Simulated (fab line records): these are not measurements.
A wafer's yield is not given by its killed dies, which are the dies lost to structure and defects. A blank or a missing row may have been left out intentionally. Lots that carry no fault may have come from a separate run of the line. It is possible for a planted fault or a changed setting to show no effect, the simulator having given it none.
Lot-split experiment -- flow n5-finfet -- route with 1938 steps; 7 lots, 21 wafers read

THE SPLIT
At N5_BEOL_M1_COAT_05 (resist thk 30 nm), the setting spin-rpm was moved away from the recipe's 1500 rpm on 6 of the 21 wafers read, by -6.0% to +10.9%. All remaining wafers had this setting at the recipe value.

FROM THE SPLIT TO THE READING: what the file shows between them, 4 steps
- N5_BEOL_M1_EBR_07
- N5_BEOL_M1_SOFTBAKE_06: time 60 s
- N5_BEOL_M1_EXPOSE_08: exposes mask M1
- N5_BEOL_M1_PEB_09: peb time 60 s

THE READING
CAR-EUV_of_BEOL_M1_COAT_05.thk-nm (the simulator's own value, which no gauge read), in nm, at N5_BEOL_M1_DEVELOP_10 (develop time 30 s). There is no usual value for it anywhere in the file. Across the 15 wafers here that went through the recipe, the average is 29.5 nm and the standard deviation 0.098 nm.

wafer,"tool, chamber at the split","spin-rpm as run, rpm",against the recipe,"CAR-EUV_of_BEOL_M1_COAT_05.thk-nm, nm",against lot-mates on the recipe
L074.2,"litho-track-05, 0",1500,recipe,29.6,-
L074.4,"litho-track-05, 0",1542,+2.8%,29,-0.5
L074.6,"litho-track-05, 0",1500,recipe,29.4,-
L075.2,"litho-track-03, 0",1442,-3.9%,30.2,+0.6
L075.4,"litho-track-03, 0",1442,-3.9%,30.2,+0.6
L075.6,"litho-track-03, 0",1500,recipe,29.6,-
L082.3,"litho-track-05, 0",1500,recipe,29.4,-
L082.4,"litho-track-05, 0",1500,recipe,29.4,-
L082.6,"litho-track-05, 0",1500,recipe,29.6,-
L084.3,"litho-track-03, 0",1500,recipe,29.6,-
L084.4,"litho-track-03, 0",1500,recipe,29.6,-
L084.6,"litho-track-03, 0",1500,recipe,29.6,-
L086.1,"litho-track-01, 0",1500,recipe,29.4,-
L086.2,"litho-track-01, 0",1500,recipe,29.4,-
L086.6,"litho-track-01, 0",1500,recipe,29.6,-
L093.1,"litho-track-01, 0",1410,-6.0%,30.4,+0.8
L093.2,"litho-track-01, 0",1500,recipe,29.6,-
L093.4,"litho-track-01, 0",1410,-6.0%,30.6,+1.0
L095.1,"litho-track-05, 0",1500,recipe,29.4,-
L095.4,"litho-track-05, 0",1663,+10.9%,28.2,-1.3
L095.6,"litho-track-05, 0",1500,recipe,29.6,-

FIT RESULTS
A straight line over all 21 wafers: CAR-EUV_of_BEOL_M1_COAT_05.thk-nm changes by -0.143 nm for each +1% of spin-rpm; r = -0.97; the points scatter about the line by 0.12 nm.
The same after taking each lot's own level away (the mean of its wafers on the recipe; 21 wafers): -0.135 nm for each +1%; r = -0.98; scatter 0.097 nm.
Per that fit: largest spin-rpm move, reading shift of 1.5 nm.
The lots' own levels span 29.47 to 29.60 nm, that is 1.4 times the standard deviation above.
The two slopes are in agreement: the lot-to-lot level therefore moves the slope only a little.
Check: for one of the wafers moved furthest among these (+10.9%), held out of the fit, the line's prediction against its lot-mates is -1.68 nm. Against them it came out at -1.3 nm.

OTHER SPLITS ON THESE WAFERS
These wafers also went through other splits before the reading. Each is held against what the fit with the lots' levels taken away leaves over:
other split on the same wafers,wafers away from the commonest value,r with CAR-EUV_of_BEOL_M1_COAT_05.thk-nm (lot level and that fit taken away)
N5_MOL_CONTACT_COAG_COAT_34 spin-rpm,6,+0.38
N5_MOL_CONTACT_COAG_VIA_ETCH_117 bias-w,8,-0.06
N5_MOL_CONTACT_COAG_CVD_140 target-thk-a,7,-0.06
N5_BEOL_M0_TRENCH_ETCH_107 target-depth-a,5,+0.02
N5_BEOL_M0_ETCH_109 bias-w,4,+0.27
N5_BEOL_M0_DEP_125 time-s,7,-0.13

THE WHOLE CHAIN: every reading that the file lists as answering this split, in the file's order
step,what it does,reading,change (the file's fit),r (the file's)
N5_BEOL_M1_COAT_05,resist thk 30 nm,"CAR-EUV_of_BEOL_M1_COAT_05.thk-nm (the simulator's own value, which no gauge read)",-0.138 nm for each +1% of the setting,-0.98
N5_BEOL_M1_DEVELOP_10,develop time 30 s,"CAR-EUV_of_BEOL_M1_COAT_05.thk-nm (the simulator's own value, which no gauge read)",-0.131 nm for each +1% of the setting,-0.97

THE FILE'S OWN FIT
CAR-EUV_of_BEOL_M1_COAT_05.thk-nm changes by -0.131 nm for each +1% of spin-rpm, r = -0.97.
